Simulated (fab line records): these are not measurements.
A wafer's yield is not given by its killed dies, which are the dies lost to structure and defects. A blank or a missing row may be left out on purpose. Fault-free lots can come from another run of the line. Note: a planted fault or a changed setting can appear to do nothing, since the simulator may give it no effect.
fab line records	flow nandHarc
[record] lots = 12	wafers = 36	lastDay = 25
route steps=1159 shown P_BONDPAD@369 A_START@389 A_SOURCE_PLATE@418 END@1159
lots untouched by any fault: they come from a run of this same line in which no faults occurred
startH: start of the lot's first displayed wafer, in hours after the record's first day	waitH: hours since the lot's step before	" repeats the value in the row above	L1.1+2: a single row standing in for several wafers	- no value, or no start was given	* or withheld: withheld	< > ~ a bound
route shown NAME@n: NAME is a module with steps in the file, n the number in the route of the first one	usual: the fault-free wafers' mean and standard deviation	same: alike in all rows	chamber/n: place in a boat	sites: readings site by site	_std_site: how widely they spread, as a standard deviation	_edge_site: mean of outer sites minus mean of inner sites	radiusMm: how far each site lies from the wafer's centre	mask NAME#n: copy n	behind: tool/chamber where the wafer was last shaped	hold: the reason the lot was held/the length of the hold in hours/how it ended	device: the n, p or np transistor that did not switch	end of line: the tests these same wafers got at the end of their route	a step without rows: its recipe alone	killed: count of dies lost to structure and defects at first sort (not the wafer's yield)	map: dies across one wafer; x = killed, . = not, _ = none there
set.NAME: the setting the step ran with; set.NAME@STEP: the setting that earlier step ran with	model.NAME: the simulator's own value behind a step, which no gauge read
steps of the route over a sample of lots; a table a step, a row a wafer
services: from which hour (startH, from the record's first day; less than 0 if before it) a tool's chamber was out of use, for how many hours, and why
[[steps]]
[step NHARC_P_BONDPAD_ETCH_12]
[recipe] targetDepthA = 2000	timeS = 100	chf3FlowSccm = 50	o2FlowSccm = 10	arFlowSccm = 200	rfW = 500	biasW = 200	chemistry = CHF3/O2
[usual] drypumpMotorCurrentA = 5.6/0.44	mfcArSccm = 200.0/0.62	oesProductAu = 0.942/0.02	rfVppV = 370.2/2.2	showerheadPlenumPTorr = 2.39/0.093	throttleValvePct = 20.573/0.0092
lot.wafer	tool	chamber	startH	waitH	drypumpMotorCurrentA	mfcArSccm	oesProductAu	rfHoursCounterH	rfVppV	showerheadPlenumPTorr	throttleValvePct
L345.4	rieDiel-06	0	-	-	5.8	199.2	0.926	6	369.1	2.35	20.575
L345.1	"	2	"	"	5.1	199.8	0.924	6	371.4	2.41	20.577
L345.5	"	0	"	"	5.8	199.6	0.929	-	369.1	2.35	20.563
L348.3	rieDiel-06	2	-	-	5.0	200.1	0.927	8	372.1	2.41	20.577
L348.4	"	3	"	"	6.0	199.8	0.920	8	368.9	2.33	20.584
L348.6	"	2	"	"	5.1	200.0	0.920	-	370.8	2.41	20.566
L351.2	rieDiel-06	2	-	-	5.0	199.5	0.930	10	370.4	2.41	20.578
L351.1	"	3	"	"	6.0	200.9	0.936	10	368.9	2.33	20.581
L351.3	"	0	"	"	5.8	199.2	0.924	10	369.4	2.35	20.564
L355.1	rieDiel-01	2	-	-	4.9	199.5	0.976	16	369.7	2.45	20.599
L355.4	"	1	"	"	5.5	200.4	0.975	15	368.4	2.29	20.555
L355.6	"	2	"	"	4.8	198.8	0.977	-	371.5	2.45	20.557
L354.2	rieDiel-06	3	-	-	6.0	200.4	0.928	12	367.9	2.32	20.571
L354.4	"	2	"	"	5.1	199.6	0.921	12	371.3	2.41	20.581
L354.5	"	3	"	"	6.0	200.6	0.926	-	369.4	2.32	20.567
L357.2	rieDiel-01	0	-	-	5.8	200.1	0.953	15	373.3	2.51	20.574
L357.1	"	1	"	"	5.5	200.6	0.963	26	367.1	2.28	20.581
L357.4	"	2	"	"	4.8	199.5	0.982	27	372.4	2.45	20.576
L358.4	rieDiel-01	0	-	-	5.8	200.1	0.958	15	373.9	2.51	20.580
L358.1	"	2	"	"	4.8	200.2	0.936	27	371.8	2.45	20.582
L358.5	"	0	"	"	5.8	200.2	0.963	-	373.3	2.51	20.573
L360.1	rieDiel-06	3	-	-	6.0	200.8	0.934	16	368.8	2.32	20.587
L360.4	"	1	"	"	6.0	199.6	0.924	12	371.1	2.40	20.587
L360.5	"	2	"	"	5.0	199.2	0.925	-	371.1	2.41	20.578
L361.1	rieDiel-06	0	-	-	5.8	200.0	0.943	17	368.8	2.35	20.574
L361.3	"	2	"	"	5.1	199.7	0.955	15	370.2	2.41	20.573
L361.6	"	0	"	"	5.8	200.4	0.936	-	368.1	2.35	20.583
L363.3	rieDiel-06	2	-	-	5.0	200.5	0.979	15	371.8	2.41	20.575
L363.2	"	3	"	"	6.0	200.2	0.976	18	369.8	2.32	20.578
L363.6	"	0	"	"	5.8	199.9	0.969	-	368.9	2.35	20.576
L362.4	rieDiel-06	2	-	-	5.1	200.0	0.960	15	370.9	2.41	20.600
L362.2	"	0	"	"	5.8	200.4	0.936	18	370.3	2.35	20.565
L362.6	"	1	"	"	6.0	200.7	0.931	-	369.3	2.40	20.574
L367.3	rieDiel-08	2	-	-	5.2	199.5	0.914	53	375.5	2.58	20.564
L367.4	"	3	"	"	5.5	200.5	0.926	55	367.0	2.24	20.582
L367.5	"	1	"	"	6.4	199.7	0.926	-	369.8	2.33	20.575
[step NHARC_P_BONDPAD_PRE_CLEAN_26]
[recipe] timeS = 30	tempC = 280	gas = H2/He
[usual] heaterPowerW = 409/31
lot.wafer	tool	chamber	startH	waitH	heaterPowerW
L345.1	pvdSputter-01	-	-	-	335
L345.4	"	-	"	"	454
L345.5	"	-	"	"	348
L348.3	pvdSputter-03	-	-	-	404
L348.4	"	-	"	"	410
L348.6	"	-	"	"	372
L351.3	pvdSputter-02	-	-	-	374
L351.1	"	-	"	"	411
L351.2	"	-	"	"	411
L355.4	pvdSputter-02	-	-	-	438
L355.1	"	-	"	"	421
L355.6	"	-	"	"	375
L354.2	pvdSputter-03	-	-	-	419
L354.4	"	-	"	"	365
L354.5	"	-	"	"	426
L357.4	pvdSputter-01	-	-	-	463
L357.1	"	-	"	"	463
L357.2	"	-	"	"	391
L358.4	pvdSputter-03	-	-	-	431
L358.1	"	-	"	"	387
L358.5	"	-	"	"	430
L360.4	pvdSputter-01	-	-	-	409
L360.1	"	-	"	"	350
L360.5	"	-	"	"	449
L361.1	pvdSputter-02	-	-	-	393
L361.3	"	-	"	"	391
L361.6	"	-	"	"	411
L363.2	pvdSputter-03	-	-	-	401
L363.3	"	-	"	"	426
L363.6	"	-	"	"	376
L362.2	pvdSputter-03	-	-	-	434
L362.4	"	-	"	"	364
L362.6	"	-	"	"	426
L367.4	pvdSputter-03	-	-	-	402
L367.3	"	-	"	"	374
L367.5	"	-	"	"	396
[step NHARC_A_START_INSPECT_01]
[usual] rawDefectCount = 3.2/1.8
lot.wafer	tool	chamber	startH	waitH	rawDefectCount
L345.1	defectInspect-01	-	131.33	-	5
L345.4	"	-	"	"	3
L345.5	"	-	"	"	4
L348.3	defectInspect-02	-	148.15	-	1
L348.4	"	-	"	"	4
L348.6	"	-	"	"	2
L351.1	defectInspect-01	-	163.01	-	7
L351.2	"	-	"	"	7
L351.3	"	-	"	"	4
L355.1	defectInspect-02	-	185.90	-	1
L355.4	"	-	"	"	2
L355.6	"	-	"	"	4
L354.2	defectInspect-01	-	187.94	-	3
L354.4	"	-	"	"	5
L354.5	"	-	"	"	3
L357.1	defectInspect-01	-	213.97	-	1
L357.2	"	-	"	"	3
L357.4	"	-	"	"	1
L358.1	defectInspect-01	-	214.48	-	1
L358.4	"	-	"	"	5
L358.5	"	-	"	"	3
L360.1	defectInspect-01	-	220.37	-	2
L360.4	"	-	"	"	1
L360.5	"	-	"	"	3
L361.1	defectInspect-02	-	227.99	-	1
L361.3	"	-	"	"	1
L361.6	"	-	"	"	1
L363.2	defectInspect-02	-	234.78	-	4
L363.3	"	-	"	"	2
L363.6	"	-	"	"	5
L362.2	defectInspect-01	-	236.26	-	5
L362.4	"	-	"	"	4
L362.6	"	-	"	"	1
L367.3	defectInspect-01	-	267.40	-	1
L367.4	"	-	"	"	0
L367.5	"	-	"	"	1
[step NHARC_A_SOURCE_PLATE_CVD_03]
[recipe] targetThkA = 2000	tempC = 620	pressureMtorr = 200	timeS = 4000	material = poly-Si
[usual] pressureMtorr = 199.9/0.34	runLengthS = 4001.5/0.3	spikeTcUpperC = 620.9/1.2
lot.wafer	tool	chamber	startH	waitH	pressureMtorr	runLengthS	spikeTcUpperC
L345.1	lpcvdPoly-04	0	143.85	-	199.5	4001.6	622.5
L345.4	"	0	"	"	200.1	4001.6	622.1
L345.5	"	0	"	"	199.9	4001.6	621.3
L348.3	lpcvdPoly-03	0	160.71	-	200.0	4001.8	619.5
L348.4	"	0	"	"	200.1	4001.8	621.2
L348.6	"	0	"	"	200.3	4001.8	620.4
L351.1	lpcvdPoly-03	0	176.90	-	199.9	4001.8	620.0
L351.2	"	0	"	"	199.9	4001.8	619.6
L351.3	"	0	"	"	200.1	4001.8	619.7
L354.2	lpcvdPoly-04	-	198.28	-	-	-	-
L354.4	"	-	"	"	-	-	-
L354.5	"	-	"	"	-	-	-
L355.1	lpcvdPoly-04	-	198.28	-	-	-	-
L355.4	"	-	"	"	-	-	-
L355.6	"	-	"	"	-	-	-
L357.1	lpcvdPoly-04	0	226.16	-	199.3	4001.5	620.8
L357.2	"	0	"	"	200.0	4001.5	620.0
L357.4	"	0	"	"	200.0	4001.5	620.4
L358.1	lpcvdPoly-04	0	226.16	-	200.1	4002	622.2
L358.4	"	0	"	"	200.0	4002	622.1
L358.5	"	0	"	"	200.2	4002	619.1
L360.1	lpcvdPoly-04	0	232.77	-	199.6	4001.4	621.1
L360.4	"	0	"	"	200.0	4001.4	621.9
L360.5	"	0	"	"	199.7	4001.4	621.9
L361.1	lpcvdPoly-04	0	240.03	-	199.6	4002.1	620.3
L361.3	"	0	"	"	200.3	4002.1	621.8
L361.6	"	0	"	"	199.8	4002.1	619.2
L362.2	lpcvdPoly-03	0	246.79	-	200.1	4001.6	620.0
L362.4	"	0	"	"	199.8	4001.6	621.4
L362.6	"	0	"	"	199.8	4001.6	620.3
L363.2	lpcvdPoly-03	0	246.79	-	199.8	4001.9	620.1
L363.3	"	0	"	"	199.9	4001.9	620.5
L363.6	"	0	"	"	199.5	4001.9	619.8
L367.3	lpcvdPoly-01	0	279.68	-	200.5	4001.1	621.5
L367.4	"	0	"	"	200.7	4001.1	621.1
L367.5	"	0	"	"	200.6	4001.1	622.1
[step NHARC_A_SOURCE_PLATE_THK_MEAS_06]
[recipe] thkMeasGauge = ellipsometry
[usual] thkNm = 200.5/2.5
lot.wafer	tool	chamber	startH	waitH	thkNm
L345.1	filmMetro-02	-	154.47	0.4	200.9
L345.4	"	-	"	"	199.7
L345.5	"	-	"	"	198.9
L348.3	filmMetro-01	-	170.98	0.4	204.5
L348.4	"	-	"	"	202.3
L348.6	"	-	"	"	200.2
L351.1	filmMetro-02	-	187.43	0.4	202.8
L351.2	"	-	"	"	202.5
L351.3	"	-	"	"	204.4
L354.2	filmMetro-02	-	210.63	0.4	50.8
L354.4	"	-	"	"	51.8
L354.5	"	-	"	"	51.5
L355.1	filmMetro-01	-	210.64	0.4	49.6
L355.4	"	-	"	"	47.9
L355.6	"	-	"	"	49.1
L357.1	filmMetro-02	-	236.71	0.4	200.0
L357.2	"	-	"	"	197.2
L357.4	"	-	"	"	198.6
L358.1	filmMetro-01	-	236.72	0.4	197.5
L358.4	"	-	"	"	197.4
L358.5	"	-	"	"	197.1
L360.1	filmMetro-02	-	243.37	0.4	200.6
L360.4	"	-	"	"	205.7
L360.5	"	-	"	"	203.1
L361.1	filmMetro-01	-	250.67	0.4	195.4
L361.3	"	-	"	"	197.0
L361.6	"	-	"	"	194.5
L362.2	filmMetro-01	-	257.35	0.4	204.1
L362.4	"	-	"	"	205.0
L362.6	"	-	"	"	203.5
L363.2	filmMetro-02	-	257.35	0.4	199.7
L363.3	"	-	"	"	198.4
L363.6	"	-	"	"	198.4
L367.3	filmMetro-02	-	291.94	0.4	203.4
L367.4	"	-	"	"	202.9
L367.5	"	-	"	"	205.2
[step NHARC_END_SORT_01]
[recipe] tempC = 25
[usual] killedAtArray = 27/11	killedAtOther = 0.7/0.93	killedAtPeriphery = 2.9/1.9	killedDies = 30/11	killedOpen = 3.1/1.7	killedShort = 1.9/1.3
[same] grossDies = 677
lot.wafer	tool	chamber	startH	waitH	killedAtArray	killedAtOther	killedAtPeriphery	killedDies	killedOpen	killedShort
L354.2	prober-02	0	489.63	2.8	674	1	2	677	2	3
L354.4	prober-02	0	491.24	3.4	673	0	4	677	2	2
L354.5	prober-02	0	492.05	3.7	673	1	3	677	5	0
L355.1	prober-01	0	490.04	2.5	677	0	0	677	3	2
L355.4	prober-01	0	492.44	3.4	677	0	0	677	2	3
L355.6	prober-01	0	494.04	4.0	677	0	0	677	4	4
// killed by level:class
L354.2 A_SOURCE_PLATE:areaCvd=658 A_STAIRCASE:chamberFilmFlake=4 A_CONTACT:chamberFilmFlake=4 A_CHANNEL_FILL_D1:geometricParticle:open=2 A_CHANNEL_HOLE_D1:chamberFilmFlake=2 P_M1:geometricParticle:short=1 A_CHANNEL_FILL_D1:geometricParticle:short=1 A_M0:geometricParticle:short=1
L355.1 A_SOURCE_PLATE:areaCvd=647 A_CHANNEL_HOLE_D1:chamberFilmFlake=11 A_STAIRCASE:chamberFilmFlake=9 A_CHANNEL_FILL_D1:geometricParticle:short=2 A_CONTACT:chamberFilmFlake=2 A_ONON_D1:geometricParticle:open=1 A_CHANNEL_FILL_D1:geometricParticle:open=1 A_BLC:geometricParticle:open=1
L354.4 A_SOURCE_PLATE:areaCvd=660 A_STAIRCASE:chamberFilmFlake=5 P_GATE:chamberFilmFlake=2 A_CHANNEL_HOLE_D1:chamberFilmFlake=2 A_CONTACT:chamberFilmFlake=2 P_M0:geometricParticle:open=1 A_CHANNEL_FILL_D1:geometricParticle:open=1 A_CHANNEL_FILL_D1:geometricParticle:short=1
L354.5 A_SOURCE_PLATE:areaCvd=659 A_CHANNEL_HOLE_D1:chamberFilmFlake=4 A_CONTACT:chamberFilmFlake=4 A_STAIRCASE:chamberFilmFlake=2 P_CONTACT:geometricParticle:open=1 P_M2:geometricParticle:open=1 A_ONON_D1:geometricParticle:open=1 A_WL_FILL:geometricParticle:open=1
L355.4 A_SOURCE_PLATE:areaCvd=653 A_CHANNEL_HOLE_D1:chamberFilmFlake=10 A_STAIRCASE:chamberFilmFlake=6 A_BLC:chamberFilmFlake=2 A_CHANNEL_FILL_D1:geometricParticle:short=1 A_SGD_CUT:geometricParticle:short=1 A_WL_FILL:geometricParticle:open=1 A_CONTACT:geometricParticle:short=1
L355.6 A_SOURCE_PLATE:areaCvd=640 A_STAIRCASE:chamberFilmFlake=13 A_CHANNEL_HOLE_D1:chamberFilmFlake=12 A_CONTACT:geometricParticle:short=2 A_WL_FILL:chamberFilmFlake=2 A_STAIRCASE:geometricParticle:short=1 A_SGD_CUT:geometricParticle:open=1 A_WL_FILL:geometricParticle:open=1
[[services]]
tool	chamber	startH	hours	kind
lpcvdPoly-01	-	108.00	26.0	pm
rieDiel-01	1	111.30	2.4	repair
rieDiel-01	2	121.32	4.8	repair
rieDiel-06	0	122.20	-	clean
rieDiel-06	1	122.20	-	clean
rieDiel-06	2	122.20	-	clean
rieDiel-06	3	122.20	-	clean
rieDiel-06	1	122.87	5.4	repair
rieDiel-08	-	124.93	9.0	pm
rieDiel-01	1	133.71	5.2	repair
rieDiel-01	-	138.25	9.0	pm
pvdSputter-01	-	139.91	1.7	repair
rieDiel-06	0	146.70	-	clean
rieDiel-01	3	147.61	17.8	repair
rieDiel-06	1	150.62	12.8	repair
pvdSputter-01	-	158.00	10.0	pm
rieDiel-01	0	183.09	9.5	repair
pvdSputter-02	-	191.74	1.7	repair
rieDiel-01	0	193.23	15.4	repair
pvdSputter-01	-	197.77	0.6	repair
rieDiel-06	2	198.34	18.5	repair
pvdSputter-02	-	215.13	10.0	pm
rieDiel-06	-	241.20	9.0	pm
pvdSputter-02	-	275.82	1.1	repair
[[key]]
[firstSign] step = NHARC_A_SOURCE_PLATE_CVD_03	reading = toolRecord	direction = missing
[effect] step = NHARC_A_SOURCE_PLATE_THK_MEAS_06	reading = thkNm	direction = down	sigmas = 59	usual = 200.5	struck = 50.1
[effect] step = NHARC_END_SORT_01	reading = killedAtArray	direction = up	sigmas = 59	usual = 27	struck = 675
[moreKillsBornAt] NHARC_A_SOURCE_PLATE_CVD_03@lpcvdPoly-04 = 3917
metAt NHARC_A_SOURCE_PLATE_CVD_03
struckLots L354,L355
laterRowsLeftOut L354.2,L354.4,L354.5,L355.1,L355.4,L355.6
testerLeftOut L354,L355
notActingAt NHARC_P_BONDPAD_ETCH_12,NHARC_P_BONDPAD_PRE_CLEAN_26,NHARC_A_START_INSPECT_01
onsetBetween 143.85 198.28
[fault] kind = skippedStepWhole	tool = lpcvdPoly-04	chamber = -	onsetH = 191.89	steps = NHARC_A_SOURCE_PLATE_CVD_03	scope = struckLotsOnly
// testerLeftOut: of these lots the tester's yield and bins aren't shown, on N5 and GAA mostly nor the transistor test; their killed dies are dies lost to structure and defects alone, not to doping, threshold or leakage, so they don't give the yield
// laterRowsLeftOut: the simulator's readings of these wafers behind a module that went badly wrong aren't trusted and aren't shown, but for the sort
